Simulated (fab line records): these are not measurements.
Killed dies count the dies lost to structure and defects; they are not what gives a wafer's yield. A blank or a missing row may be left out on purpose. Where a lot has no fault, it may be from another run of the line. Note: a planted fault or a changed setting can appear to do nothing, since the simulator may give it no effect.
3 desks looking at one fault | flow n5-finfet | numbers are kept per desk, each desk with only its own; the story behind them comes last

THE DEFECT DESK
Per lot, the means of the sampled wafers with a number show what the inspections along the route counted. If a lot's mean is further than 4 standard deviations from the usual mean, the lot is out of limits and carries the mark OUT (the distance appears in the brackets).
Columns: A = raw-defect-count at N5_DUMMY_GATE_INSPECT_27, usual 328
lot  | first seen here | A
L222 | day 2 22:50     | 432
L223 | day 3 06:26     | 276
L224 | day 3 12:48     | 321
L225 | day 3 19:06     | 392
L226 | day 3 23:21     | 267
L227 | day 4 07:33     | 295
L228 | day 4 12:27     | 418
L229 | day 4 18:01     | 319
L240 | day 7 12:23     | 294
L241 | day 7 17:29     | 292
L242 | day 7 22:55     | 444
L243 | day 8 06:29     | 299
L244 | day 8 10:49     | 265
This desk's finding: nothing out of limits on any of the 13 lots.

AT THE METROLOGY DESK
Lot by lot, what the gauges showed, no matter which tool ran the lot: averages of those sampled wafers that carry a number. If a lot's mean is further than 4 standard deviations from the usual mean, the lot is out of limits and carries the mark OUT (the distance appears in the brackets).
Columns: A = cd-nm at N5_SD_EPI_N_CD_MEAS_09, usual 120.1 nm
lot  | first seen here | A
L222 | day 2 23:43     | 119.7
L223 | day 3 07:26     | 120.4
L224 | day 3 13:48     | 121.8
L225 | day 3 20:00     | 121.3
L226 | day 4 00:22     | 120.5
L227 | day 4 08:33     | 121.7
L228 | day 4 13:31     | 121.8
L229 | day 4 19:01     | 111.8 (-6.4) OUT
L240 | day 7 13:23     | 118.5
L241 | day 7 18:29     | 118.7
L242 | day 7 23:48     | 118.3
L243 | day 8 07:29     | 119.2
L244 | day 8 13:11     | 118.5
This desk's verdict: out of limits on L229, starting with L229 at day 4 19:01 (cd-nm at N5_SD_EPI_N_CD_MEAS_09). Within limits: L222, L223, L224, L225, L226, L227, L228, L240, L241, L242, L243, L244.

THE TOOL OWNER'S DESK: litho-track-01
The tool's own readings at N5_SD_EPI_N_PEB_07 (peb time 60 s): means of the sampled wafers that have a number, for each lot that ran on this tool. If a lot's mean is further than 4 standard deviations from the usual mean, the lot is out of limits and carries the mark OUT (the distance appears in the brackets).
Columns: A = heater-power-total-W at N5_SD_EPI_N_PEB_07, usual 175.5 W
lot  | first seen here | A
L224 | day 3 13:44     | 175.8
L225 | day 3 19:56     | 176.8
L226 | day 4 00:17     | 176.0
L227 | day 4 08:29     | 174.6
L228 | day 4 13:27     | 176.1
L229 | day 4 18:58     | 204.1 (+19) OUT
This desk's verdict: out of limits on L229, starting with L229 at day 4 18:58 (heater-power-total-W at N5_SD_EPI_N_PEB_07). Within limits: L224, L225, L226, L227, L228.

TAKEN TOGETHER
The tool owner's desk could have raised an alarm at day 4 18:58, on L229.
On L229, the metrology desk was in a position to raise an alarm at day 4 19:01.
No out-of-limits result turned up at the defect desk.
The defect desk has L229 on record, within its limits.
N5_SD_EPI_N_PEB_07 was run on litho-track-01 by each of the lots named.

WHAT THE SIMULATOR PUT IN
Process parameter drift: litho-track-01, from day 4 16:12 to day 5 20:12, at N5_SD_EPI_N_PEB_07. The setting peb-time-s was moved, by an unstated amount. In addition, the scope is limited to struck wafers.
Lots struck among those shown: L229.
Counting hours from when the fault started, the first reading out of limits came at 3 for the tool owner's desk and at 3 for the metrology desk.
